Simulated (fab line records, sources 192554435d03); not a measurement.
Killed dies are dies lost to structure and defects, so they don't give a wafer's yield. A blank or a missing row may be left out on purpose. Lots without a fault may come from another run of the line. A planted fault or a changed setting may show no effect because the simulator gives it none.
Chamber matching | flow n5_finfet | N5_BEOL_M5_CURE_80 on uv_cure-02: 3 sister chambers
The step cures SiCOH lowk, time 120 s. 6 wafers are shown with their chamber, then 8 later ones without.

WAFERS WITH THEIR CHAMBER
wafer  | chamber | wafer_temp_C_max | lamp_power_pct (%)
L075.6 | 2       | 371.6            | 52.27
L078.5 | 0       | 371.7            | 52.34
L078.6 | 0       | 372.4            | 52.27
L090.5 | 1       | 371.6            | 52.35
L090.6 | 1       | 371.7            | 52.28
L089.2 | 2       | 371.4            | 52.38

WAFERS WITHOUT THEIR CHAMBER
wafer  | wafer_temp_C_max | lamp_power_pct (%)
L089.4 | 371.2            | 52.35
L089.6 | 371.0            | 52.39
L093.2 | 372.0            | 52.39
L093.4 | 372.2            | 52.32
L093.5 | 372.9            | 52.36
L097.1 | 372.1            | 52.30
L097.2 | 371.4            | 52.36
L097.6 | 372.3            | 52.37

WHICH CHAMBER EACH WENT THROUGH
wafer  | from the rows above          | in truth
L089.4 | can't be placed: 2 or 1 or 0 | 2
L089.6 | can't be placed: 2 or 1 or 0 | 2
L093.2 | can't be placed: 0 or 1 or 2 | 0
L093.4 | can't be placed: 0 or 1 or 2 | 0
L093.5 | can't be placed: 0 or 1 or 2 | 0
L097.1 | can't be placed: 0 or 1 or 2 | 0
L097.2 | can't be placed: 2 or 1 or 0 | 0
L097.6 | can't be placed: 0 or 1 or 2 | 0
Placed correctly: 0 of 8. Can't be placed from these rows: 8 (the true chamber is among the candidates in 8). Placed wrongly: 0.
How it was worked out, from the rows above alone: a wafer's distance from a chamber is the root of the sum, over the readings, of the square of ((its reading less the chamber's mean) divided by the reading's scatter). The wafer belongs to the nearest chamber; if the next one is less than 2 further off, it can't be placed. A chamber's mean is the mean of its shown wafers. The scatter: the root of (the sum of the squares of (reading less its chamber's mean) over the shown wafers, divided by (wafers less chambers)).
